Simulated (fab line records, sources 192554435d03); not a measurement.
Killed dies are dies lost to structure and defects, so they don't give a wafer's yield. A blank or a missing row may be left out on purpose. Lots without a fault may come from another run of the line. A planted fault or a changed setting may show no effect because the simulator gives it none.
Which tool did it? | flow n5_finfet | 24 lots, 72 wafers sampled, at 3 steps of a route of 1938

WHAT THE GAUGES READ, wafer by wafer
N5_FIN_SAQP_CD_MEAS_16: target cd 35.6 nm.
lot  | measured    | on        | cd_nm (nm)
L074 | day 1 23:32 | cd_sem-01 | 35.3 35.1 35.6
L075 | day 2 04:12 | cd_sem-02 | 35.8 36.6 35.7
L076 | day 2 09:36 | cd_sem-03 | 35.7 36.0 35.9
L077 | day 2 16:02 | cd_sem-01 | 35.3 35.3 35.0
L078 | day 2 21:57 | cd_sem-02 | 35.7 35.2 35.7
L079 | day 3 05:01 | cd_sem-02 | 35.5 35.5 35.4
L080 | day 3 09:56 | cd_sem-01 | 35.9 35.7 35.1
L081 | day 3 16:27 | cd_sem-01 | 36.3 36.5 36.7
L082 | day 3 23:01 | cd_sem-01 | 35.6 35.2 35.9
L083 | day 4 03:39 | cd_sem-03 | 35.1 35.4 35.5
L084 | day 4 09:50 | cd_sem-01 | 36.1 36.1 35.6
L085 | day 4 17:34 | cd_sem-03 | 36.4 36.4 36.1
L086 | day 4 23:10 | cd_sem-01 | 35.0 35.3 35.1
L087 | day 5 05:01 | cd_sem-02 | 35.6 35.8 35.6
L088 | day 5 09:50 | cd_sem-02 | 35.4 35.7 35.3
L089 | day 5 15:31 | cd_sem-02 | 35.7 35.6 35.4
L090 | day 5 22:28 | cd_sem-03 | 36.4 36.0 36.0
L091 | day 6 04:02 | cd_sem-02 | 35.6 35.3 35.3
L092 | day 6 09:35 | cd_sem-02 | 35.4 35.3 35.4
L093 | day 6 18:26 | cd_sem-02 | 35.6 35.9 35.8
L094 | day 6 22:26 | cd_sem-01 | 35.7 35.6 35.8
L095 | day 7 06:20 | cd_sem-01 | 36.3 36.2 35.5
L096 | day 7 10:50 | cd_sem-01 | 35.7 35.6 35.3
L097 | day 7 16:19 | cd_sem-03 | 35.7 35.3 36.0

N5_FIN_CUT_OVL_MEAS_09.
lot  | measured    | on         | FIN_CUT_OVL (nm)
L074 | day 2 04:37 | overlay-01 | 1.4 1.0 1.7
L075 | day 2 09:19 | overlay-01 | 0.0 -0.3 -0.3
L076 | day 2 15:07 | overlay-01 | -1.6 -0.7 -0.3
L077 | day 2 21:10 | overlay-01 | -1.0 -0.6 -0.1
L078 | day 3 03:21 | overlay-01 | -0.6 0.5 0.1
L079 | day 3 09:49 | overlay-02 | 0.1 0.4 -0.1
L080 | day 3 14:41 | overlay-02 | 0.5 -0.2 -1.0
L081 | day 3 23:17 | overlay-02 | 1.0 -0.2 1.1
L082 | day 4 04:02 | overlay-01 | 1.6 1.6 1.6
L083 | day 4 08:38 | overlay-01 | 0.9 1.4 0.9
L084 | day 4 14:58 | overlay-01 | 0.1 0.7 -0.1
L085 | day 4 22:34 | overlay-01 | 0.5 0.6 0.6
L086 | day 5 05:36 | overlay-02 | 0.2 0.9 -0.1
L087 | day 5 10:34 | overlay-01 | 0.3 0.0 1.1
L088 | day 5 14:43 | overlay-02 | 0.7 0.4 -0.1
L089 | day 5 21:16 | overlay-02 | 0.6 -0.4 -0.2
L090 | day 6 03:10 | overlay-01 | -0.1 -1.1 0.2
L091 | day 6 09:02 | overlay-02 | 0.7 0.6 1.3
L092 | day 6 19:16 | overlay-01 | -0.7 -0.1 0.4
L093 | day 7 00:53 | overlay-01 | -0.1 -0.3 -0.8
L094 | day 7 05:37 | overlay-02 | 0.4 0.0 1.4
L095 | day 7 11:34 | overlay-02 | -0.3 -0.5 0.6
L096 | day 7 16:14 | overlay-01 | -0.3 0.1 0.3
L097 | day 7 20:54 | overlay-02 | -1.6 -1.1 -0.5

WHICH TOOL RAN EACH LOT (tool, then ch and the chambers of the sampled wafers, then the start)
lot  | N5_FIN_SAQP_ETCH_65
L074 | rie_si-05 ch 0,1, day 2 02:12
L075 | rie_si-03 ch 1,2,3, day 2 06:27
L076 | rie_si-05 ch 0,1,2, day 2 12:44
L077 | rie_si-05 ch 0,2,3, day 2 18:40
L078 | rie_si-06 ch 0,2, day 3 00:46
L079 | rie_si-06 ch 1,2,3, day 3 07:28
L080 | rie_si-03 ch 0,2, day 3 12:12
L081 | rie_si-05 ch 0,3, day 3 19:16
L082 | rie_si-06 ch 0,2,3, day 4 01:23
L083 | rie_si-03 ch 1,2, day 4 06:11
L084 | rie_si-05 ch 0,2,3, day 4 12:19
L085 | rie_si-05 ch 0,3, day 4 20:10
L086 | rie_si-05 ch 0,3, day 5 02:46
L087 | rie_si-05 ch 1,2,3, day 5 07:47
L088 | rie_si-05 ch 0,1,2, day 5 12:11
L089 | rie_si-05 ch 0,1, day 5 18:38
L090 | rie_si-03 ch 0,1,2, day 6 00:44
L091 | rie_si-06 ch 0,2,3, day 6 06:37
L092 | rie_si-05 ch 0,2, day 6 14:18
L093 | rie_si-03 ch 0,2, day 6 21:51
L094 | rie_si-05 ch 0,2,3, day 7 02:53
L095 | rie_si-03 ch 0,1,3, day 7 08:56
L096 | rie_si-05 ch 0,3, day 7 13:43
L097 | rie_si-03 ch 1,2,3, day 7 18:35
- N5_FIN_SAQP_ETCH_65: etches SiO2 in CF4, target depth 4 nm, time 4.4 s.

WHAT THE TOOLS THEMSELVES READ (means of the sampled wafers that have a number; where no wafer has one, the mark that the record gives instead)
N5_FIN_SAQP_ETCH_65.
lot  | tool      | drypump_motor_current_A (A) | oes_product_au (a.u.) | throttle_valve_pct (%)
L074 | rie_si-05 | 5.7                         | 1.007                 | 21.54
L075 | rie_si-03 | 5.8                         | 0.978                 | 21.78
L076 | rie_si-05 | 5.9                         | 0.992                 | 21.78
L077 | rie_si-05 | 5.9                         | 0.998                 | 21.83
L078 | rie_si-06 | 6.1                         | 1.008                 | 21.64
L079 | rie_si-06 | 6.1                         | 0.990                 | 21.53
L080 | rie_si-03 | 5.6                         | 0.976                 | 21.84
L081 | rie_si-05 | 5.6                         | 1.002                 | 21.66
L082 | rie_si-06 | 6.0                         | 1.000                 | 21.56
L083 | rie_si-03 | 5.7                         | 0.994                 | 21.71
L084 | rie_si-05 | 5.9                         | 0.993                 | 21.83
L085 | rie_si-05 | 5.7                         | 1.009                 | 21.59
L086 | rie_si-05 | 5.6                         | 1.000                 | 21.66
L087 | rie_si-05 | 5.8                         | 0.979                 | 21.84
L088 | rie_si-05 | 5.9                         | 0.988                 | 21.78
L089 | rie_si-05 | 5.7                         | 0.999                 | 21.54
L090 | rie_si-03 | 5.9                         | 0.995                 | 21.85
L091 | rie_si-06 | 6.0                         | 1.003                 | 21.55
L092 | rie_si-05 | 6.0                         | 1.007                 | 21.77
L093 | rie_si-03 | 5.6                         | 0.980                 | 21.83
L094 | rie_si-05 | 5.9                         | 0.996                 | 21.83
L095 | rie_si-03 | 6.0                         | 0.991                 | 21.89
L096 | rie_si-05 | 5.6                         | 1.006                 | 21.66
L097 | rie_si-03 | 5.8                         | 0.986                 | 21.77

THE ANSWER, worked out from the rows above alone
Rule: what is usual is taken from the lots themselves. Put in order of their means at a reading, lots are off if they are a third of the lots or fewer, leave a main group of 4 or more, and stand apart from it by a gap of 3 or more times the standard deviation of the main group's means; of several such gaps the widest counts. A main group whose means are all the same, to the digits that the tables above print for the reading, isn't used. A lot without any number at a reading at which 4 lots or more have one is off too. The other lots that the step has rows for count as sound. The gauges are gone through in route order, then the tools' own readings, and for those a lot's mean is taken as printed above. The first step at which some lot is off is used, and at that step the reading that is off furthest; a lot without a number counts as furthest.
No lot is off at any reading shown: from this, nothing can be told.

WHAT THE SIMULATOR HAD PUT IN
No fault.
